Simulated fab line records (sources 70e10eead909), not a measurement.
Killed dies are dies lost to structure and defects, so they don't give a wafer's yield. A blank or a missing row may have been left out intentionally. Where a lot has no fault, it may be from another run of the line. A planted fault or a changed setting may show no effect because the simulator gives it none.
What tool caused it? :: flow nand harc :: 11 lots, 33 wafers sampled, at 4 steps of a route of 1302

WHAT THE GAUGES READ, wafer by wafer
NHARC_A_ZERO_WELL_INSPECT_17.
lot: L432
measured: day 8 02:11
on: defect inspect-01
raw defect count: 6 5 9

lot: L433
measured: day 8 15:20
on: defect inspect-01
raw defect count: 13 12 8

lot: L434
measured: day 9 04:32
on: defect inspect-01
raw defect count: 13 5 10

lot: L435
measured: day 9 09:08
on: defect inspect-02
raw defect count: 18 15 12

lot: L436
measured: day 9 18:44
on: defect inspect-02
raw defect count: 17 6 7

lot: L438
measured: day 10 20:40
on: defect inspect-02
raw defect count: 10 462 15

lot: L446
measured: day 14 02:00
on: defect inspect-01
raw defect count: 11 9 10

lot: L447
measured: day 14 06:52
on: defect inspect-02
raw defect count: 5 6 7

lot: L449
measured: day 15 15:51
on: defect inspect-02
raw defect count: 5 14 19

lot: L451
measured: day 16 03:09
on: defect inspect-02
raw defect count: 7 9 10

lot: L452
measured: day 16 18:35
on: defect inspect-02
raw defect count: 6 5 4

WHICH TOOL RAN EACH LOT (tool, then ch and the chambers of the sampled wafers, then the start)
lot: L432
NHARC_P_BONDPAD_STRIP_15: rie diel-08 ch 1,2, day 7 21:05
NHARC_A_ZERO_WELL_ETCH_19: rie diel-09 ch 1,3, day 8 00:57
NHARC_A_ZERO_WELL_ETCH_13: rie si-02 ch 0,2,3, day 8 01:05

lot: L433
NHARC_P_BONDPAD_STRIP_15: rie diel-12 ch 0,2,3, day 8 10:22
NHARC_A_ZERO_WELL_ETCH_19: rie diel-09 ch 1,2,3, day 8 14:07
NHARC_A_ZERO_WELL_ETCH_13: rie si-03 ch 0,1,2, day 8 14:15

lot: L434
NHARC_P_BONDPAD_STRIP_15: rie diel-05 ch 2,3, day 8 23:34
NHARC_A_ZERO_WELL_ETCH_19: rie diel-09 ch 1,2,3, day 9 03:19
NHARC_A_ZERO_WELL_ETCH_13: rie si-02 ch 1,3, day 9 03:26

lot: L435
NHARC_P_BONDPAD_STRIP_15: rie diel-05 ch 0,2,3, day 9 04:07
NHARC_A_ZERO_WELL_ETCH_19: rie diel-09 ch 1,2,3, day 9 07:55
NHARC_A_ZERO_WELL_ETCH_13: rie si-05 ch 1,3, day 9 08:02

lot: L436
NHARC_P_BONDPAD_STRIP_15: rie diel-05 ch 0,3, day 9 13:54
NHARC_A_ZERO_WELL_ETCH_19: rie diel-09 ch 0,2,3, day 9 17:32
NHARC_A_ZERO_WELL_ETCH_13: rie si-02 ch 0,3, day 9 17:38

lot: L438
NHARC_P_BONDPAD_STRIP_15: rie diel-12 ch 0,1,2, day 10 15:39
NHARC_A_ZERO_WELL_ETCH_19: rie diel-09 ch 1,2,3, day 10 19:23
NHARC_A_ZERO_WELL_ETCH_13: rie si-02 ch 0,2,3, day 10 19:31

lot: L446
NHARC_P_BONDPAD_STRIP_15: rie diel-08 ch 1,2,3, day 13 21:03
NHARC_A_ZERO_WELL_ETCH_19: rie diel-09 ch 0,3, day 14 00:47
NHARC_A_ZERO_WELL_ETCH_13: rie si-03 ch 0,1,2, day 14 00:56

lot: L447
NHARC_P_BONDPAD_STRIP_15: rie diel-12 ch 0,2, day 14 01:56
NHARC_A_ZERO_WELL_ETCH_19: rie diel-02 ch 0,1,2, day 14 05:38
NHARC_A_ZERO_WELL_ETCH_13: rie si-02 ch 1,3, day 14 05:46

lot: L449
NHARC_P_BONDPAD_STRIP_15: rie diel-12 ch 0,1,3, day 15 10:53
NHARC_A_ZERO_WELL_ETCH_19: rie diel-02 ch 0,1,3, day 15 14:39
NHARC_A_ZERO_WELL_ETCH_13: rie si-02 ch 1,2, day 15 14:45

lot: L451
NHARC_P_BONDPAD_STRIP_15: rie diel-05 ch 1,2,3, day 15 22:13
NHARC_A_ZERO_WELL_ETCH_19: rie diel-09 ch 0,1,2, day 16 01:56
NHARC_A_ZERO_WELL_ETCH_13: rie si-05 ch 0,1,3, day 16 02:04

lot: L452
NHARC_P_BONDPAD_STRIP_15: rie diel-05 ch 0,3, day 16 13:40
NHARC_A_ZERO_WELL_ETCH_19: rie diel-09 ch 0,2,3, day 16 17:23
NHARC_A_ZERO_WELL_ETCH_13: rie si-02 ch 2,3, day 16 17:29
- NHARC_P_BONDPAD_STRIP_15: strips in O2.
- NHARC_A_ZERO_WELL_ETCH_19: etches the open film in N2/H2, target depth 80 nm, overetch 24 nm, time 87.88 s.
- NHARC_A_ZERO_WELL_ETCH_13: etches the open film in HBr/Cl2, target depth 120 nm, time 40.1 s.

THE ANSWER, worked out from the rows above alone
Rule: usual is defined by the lots themselves. The widest of any qualifying gaps counts: lots, ordered by their means at a reading, are off when they make up no more than a third of the lots, leave a main group of 4 or more, and stand apart from it by 3 or more times the standard deviation of that group's means. A main group whose means are all the same, to the digits that the tables above print for the reading, isn't used. A lot without any number at a reading at which 4 lots or more have one is off too. The other lots that the step has rows for count as sound.
Off at NHARC_A_ZERO_WELL_INSPECT_17 (raw defect count): L438. Mean 9 and standard deviation 2.9 in the main group.
If a tool, at a process step before that reading, ran all the lots that are off and no sound lot after the first of them, it fits. The gauges at NHARC_A_ZERO_WELL_INSPECT_17 are tried like those tools. No candidate that was tried fits.

WHAT THE SIMULATOR HAD PUT IN
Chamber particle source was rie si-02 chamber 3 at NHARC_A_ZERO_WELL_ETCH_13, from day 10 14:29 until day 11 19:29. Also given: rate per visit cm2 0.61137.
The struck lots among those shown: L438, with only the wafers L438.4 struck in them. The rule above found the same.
